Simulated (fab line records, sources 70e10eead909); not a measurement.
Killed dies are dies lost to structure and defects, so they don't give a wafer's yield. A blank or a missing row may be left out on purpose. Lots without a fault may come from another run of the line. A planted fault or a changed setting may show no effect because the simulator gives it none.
Which tool did it? | flow nand_harc | 14 lots, 40 wafers sampled, at 3 steps of a route of 1159

WHAT THE GAUGES READ, wafer by wafer
NHARC_P_GATE_CD_MEAS_91: target cd 2000 nm.
lot  | measured     | on        | cd_nm (nm)
L176 | day 5 13:27  | cd_sem-03 | 1997.4 2001.2 1997.5
L179 | day 5 23:03  | cd_sem-01 | 1997.8 2002.8 1997.4
L178 | day 6 02:29  | cd_sem-02 | 2000.2 1995.7 1999.9
L180 | day 6 12:04  | cd_sem-01 | 1997.3 1998.8 1998.4
L183 | day 7 05:02  | cd_sem-03 | 1998.4 1998.3 1997.6
L182 | day 7 05:33  | cd_sem-03 | 1998.8 1999.1 1999.3
L185 | day 7 12:55  | cd_sem-01 | 1999.3 1998.2 2000.1
L184 | day 7 14:20  | cd_sem-02 | 2000.4 2000.0 2001.9
L186 | day 7 17:22  | cd_sem-01 | 2001.7 2000.6 1999.8
L187 | day 8 01:38  | cd_sem-02 | 2001.0 2001.9 2000.7
L188 | day 8 17:01  | cd_sem-03 | 1998.0 2001.1 1999.1
L189 | day 8 18:31  | cd_sem-01 | 1996.5 1996.7 1996.9
L193 | day 9 14:59  | cd_sem-01 | 2025.8 2000.3
L197 | day 10 15:01 | cd_sem-01 | 1997.7 2021.1

WHICH TOOL RAN EACH LOT (tool, then ch and the chambers of the sampled wafers, then the start)
lot  | NHARC_P_GATE_DESCUM_61            | NHARC_P_GATE_EXPOSE_88
L176 | rie_diel-03 ch 1,2, day 5 11:53   | krf_scanner-02 ch 0, day 5 13:17
L179 | rie_diel-03 ch 0,2,3, day 5 21:38 | krf_scanner-03 ch 0, day 5 22:54
L178 | rie_diel-01 ch 0,1,3, day 6 00:56 | krf_scanner-02 ch 0, day 6 02:19
L180 | rie_diel-09 ch 2,3, day 6 10:31   | krf_scanner-04 ch 0, day 6 11:55
L183 | rie_diel-01 ch 0,1,3, day 7 03:28 | krf_scanner-02 ch 0, day 7 04:52
L182 | rie_diel-09 ch 0,3, day 7 04:00   | krf_scanner-03 ch 0, day 7 05:23
L185 | rie_diel-09 ch 0,1, day 7 11:10   | krf_scanner-04 ch 0, day 7 12:46
L184 | rie_diel-03 ch 2,3, day 7 12:55   | krf_scanner-04 ch 0, day 7 14:10
L186 | rie_diel-01 ch 0,1,3, day 7 15:49 | krf_scanner-03 ch 0, day 7 17:13
L187 | rie_diel-09 ch 2,3, day 8 00:04   | krf_scanner-02 ch 0, day 8 01:29
L188 | rie_diel-03 ch 1,2, day 8 15:33   | krf_scanner-02 ch 0, day 8 16:52
L189 | rie_diel-09 ch 0,1,2, day 8 16:58 | krf_scanner-03 ch 0, day 8 18:22
L193 | rie_diel-03 ch 1,3, day 9 13:32   | krf_scanner-03 ch 0, day 9 14:49
L197 | rie_diel-09 ch 2,3, day 10 13:37  | krf_scanner-03 ch 0, day 10 14:52
- NHARC_P_GATE_DESCUM_61: chemistry O2, time 3 s.
- NHARC_P_GATE_EXPOSE_88: exposes mask P HVN, target cd 2000 nm.

WHAT THE TOOLS THEMSELVES READ (means of the sampled wafers that have a number; where no wafer has one, the mark that the record gives instead)
NHARC_P_GATE_DESCUM_61.
lot  | tool        | drypump_motor_current_A (A) | oes_product_au (a.u.) | rf_vpp_V (V) | showerhead_plenum_p_Torr (Torr) | throttle_valve_pct (%)
L176 | rie_diel-03 | 5.0                         | 1.013                 | 58.6         | 2.05                            | 11.315
L179 | rie_diel-03 | 5.4                         | 1.004                 | 58.1         | 1.95                            | 11.312
L178 | rie_diel-01 | 6.0                         | 1.004                 | 56.9         | 1.84                            | 11.311
L180 | rie_diel-09 | 5.6                         | 1.009                 | 57.6         | 2.02                            | 11.304
L183 | rie_diel-01 | 6.0                         | 0.998                 | 57.0         | 1.84                            | 11.309
L182 | rie_diel-09 | 5.8                         | 1.000                 | 58.4         | 2.01                            | 11.313
L185 | rie_diel-09 | 5.5                         | 1.008                 | 57.4         | 1.87                            | 11.315
L184 | rie_diel-03 | 5.2                         | 1.007                 | 58.2         | 1.98                            | 11.309
L186 | rie_diel-01 | 6.0                         | 1.000                 | 57.3         | 1.83                            | 11.316
L187 | rie_diel-09 | 5.6                         | 0.997                 | 58.6         | 2.00                            | 11.309
L188 | rie_diel-03 | 5.0                         | 1.012                 | 58.2         | 2.04                            | 11.311
L189 | rie_diel-09 | 5.6                         | 0.994                 | 56.9         | 1.92                            | 11.309
L193 | rie_diel-03 | 5.0                         | 1.000                 | 58.5         | 1.90                            | 11.312
L197 | rie_diel-09 | 5.6                         | 0.998                 | 58.8         | 2.00                            | 11.309

THE ANSWER, worked out from the rows above alone
Rule: what is usual is taken from the lots themselves. Put in order of their means at a reading, lots are off if they are a third of the lots or fewer, leave a main group of 4 or more, and stand apart from it by a gap of 3 or more times the standard deviation of the main group's means; of several such gaps the widest counts. A main group whose means are all the same, to the digits that the tables above print for the reading, isn't used. A lot without any number at a reading at which 4 lots or more have one is off too. The other lots that the step has rows for count as sound. The gauges are gone through in route order, then the tools' own readings, and for those a lot's mean is taken as printed above. The first step at which some lot is off is used, and at that step the reading that is off furthest; a lot without a number counts as furthest.
Off: L193, L197, at NHARC_P_GATE_CD_MEAS_91 (cd_nm). The main group: mean 1999.2 nm, standard deviation 1.2.
A tool fits if, at a process step before that reading, it ran every lot that is off, and no sound lot after the first of them. The gauges at NHARC_P_GATE_CD_MEAS_91 are tried like those tools. Can't be told from this: 2 tools fit, krf_scanner-03 at NHARC_P_GATE_EXPOSE_88, cd_sem-01 at NHARC_P_GATE_CD_MEAS_91.

WHAT THE SIMULATOR HAD PUT IN
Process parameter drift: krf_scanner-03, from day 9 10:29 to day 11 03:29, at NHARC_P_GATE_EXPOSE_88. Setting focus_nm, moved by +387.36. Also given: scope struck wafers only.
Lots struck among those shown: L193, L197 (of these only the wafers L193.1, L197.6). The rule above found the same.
